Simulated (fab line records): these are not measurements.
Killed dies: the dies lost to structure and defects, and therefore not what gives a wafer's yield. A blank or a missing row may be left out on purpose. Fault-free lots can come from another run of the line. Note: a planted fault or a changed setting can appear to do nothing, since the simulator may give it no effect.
Which tool did it?	flow nandHarc	12 lots with 36 wafers sampled at 5 steps, on a route of 1302 steps

WHAT THE GAUGES READ, wafer by wafer
NHARC_P_M1_CD_MEAS_16.
lot	measured	on	cdNm (nm)
L075	day 6 16:28	cdSem-02	130.2 129.5 130.3
L077	day 7 08:36	cdSem-01	128.9 129.0 129.5
L079	day 8 14:53	cdSem-02	129.7 129.6 129.4
L081	day 9 11:36	cdSem-01	131.9 131.4 131.7
L083	day 10 04:50	cdSem-03	130.8 131.1 130.9
L085	day 10 14:26	cdSem-03	130.6 129.9 129.9
L087	day 11 17:55	cdSem-02	130.4 131.4 129.9
L089	day 12 06:34	cdSem-02	128.6 128.3 128.9
L091	day 13 09:02	cdSem-02	130.0 130.3 131.1
L093	day 14 01:36	cdSem-03	129.6 131.2 131.9
L095	day 15 08:20	cdSem-03	129.4 131.6 129.5
L097	day 16 02:01	cdSem-01	130.9 130.0 129.8

WHICH TOOL RAN EACH LOT (tool, then ch and the chambers of the sampled wafers, then the start)
lot	NHARC_P_GATE_RTA_82	NHARC_P_CONTACT_ETCH_35	NHARC_P_CONTACT_CMP_24	NHARC_P_M0_ANNEAL_30
L075	rtpAnneal-01 ch 0, day 6 05:53	rieDiel-01 ch 0,2, day 6 07:58	cmp-01 ch 1,2,3, day 6 10:32	rtpAnneal-02 ch 0, day 6 13:47
L077	rtpAnneal-01 ch 0, day 6 21:58	rieDiel-02 ch 1,2,3, day 7 00:04	cmp-04 ch 1,3, day 7 02:39	rtpAnneal-02 ch 0, day 7 05:48
L079	rtpAnneal-01 ch 0, day 8 04:30	rieDiel-02 ch 1,2,3, day 8 06:33	cmp-03 ch 1,2, day 8 09:08	rtpAnneal-02 ch 0, day 8 12:16
L081	rtpAnneal-02 ch 0, day 9 01:29	rieDiel-10 ch 0,2, day 9 03:26	cmp-04 ch 0,3, day 9 06:00	rtpAnneal-01 ch 0, day 9 09:05
L083	rtpAnneal-02 ch 0, day 9 18:26	rieDiel-02 ch 0,3, day 9 20:31	cmp-04 ch 0,2,3, day 9 23:10	rtpAnneal-02 ch 0, day 10 02:07
L085	rtpAnneal-02 ch 0, day 10 04:11	rieDiel-10 ch 1,2,3, day 10 06:06	cmp-04 ch 0,1,2, day 10 08:41	rtpAnneal-02 ch 0, day 10 11:50
L087	rtpAnneal-01 ch 0, day 11 07:25	rieDiel-01 ch 0,1,2, day 11 09:31	cmp-04 ch 1,2, day 11 12:05	rtpAnneal-02 ch 0, day 11 15:13
L089	rtpAnneal-02 ch 0, day 11 20:05	rieDiel-01 ch 1,2,3, day 11 22:02	cmp-03 ch 1,2,3, day 12 00:39	rtpAnneal-02 ch 0, day 12 03:50
L091	rtpAnneal-01 ch 0, day 12 22:50	rieDiel-10 ch 0,1,2, day 13 00:46	cmp-03 ch 1,2, day 13 03:23	rtpAnneal-02 ch 0, day 13 06:30
L093	rtpAnneal-01 ch 0, day 13 15:13	rieDiel-02 ch 1,2, day 13 17:16	cmp-03 ch 0,1,3, day 13 19:55	rtpAnneal-02 ch 0, day 13 23:04
L095	rtpAnneal-02 ch 0, day 14 21:52	rieDiel-01 ch 1,2, day 14 23:51	cmp-01 ch 2,3, day 15 02:36	rtpAnneal-02 ch 0, day 15 05:45
L097	rtpAnneal-02 ch 0, day 15 14:55	rieDiel-10 ch 0,1,3, day 15 16:52	cmp-03 ch 1,2,3, day 15 19:32	rtpAnneal-02 ch 0, day 15 23:17
- NHARC_P_GATE_RTA_82: time 30 s.
- NHARC_P_CONTACT_ETCH_35: etches the open film in CF4, target depth 39 nm, time 65 s.
- NHARC_P_CONTACT_CMP_24: polishes, t overpolish 30 s, target thk 200 nm.
- NHARC_P_M0_ANNEAL_30: time 90 s.

THE ANSWER, worked out from the rows above alone
Rule: the lots themselves supply what counts as usual. The widest of any qualifying gaps counts: lots, ordered by their means at a reading, are off when they make up no more than a third of the lots, leave a main group of 4 or more, and stand apart from it by 3 or more times the standard deviation of that group's means. If all means in a main group match to the digits the tables above print for the reading, that group is not used. Also off: a lot with no number at a reading for which 4 or more lots have one. Where the step has rows for the other lots, those lots are counted as sound.
No lot is off on any of the readings shown, so nothing can be concluded from this.

WHAT THE SIMULATOR PUT IN
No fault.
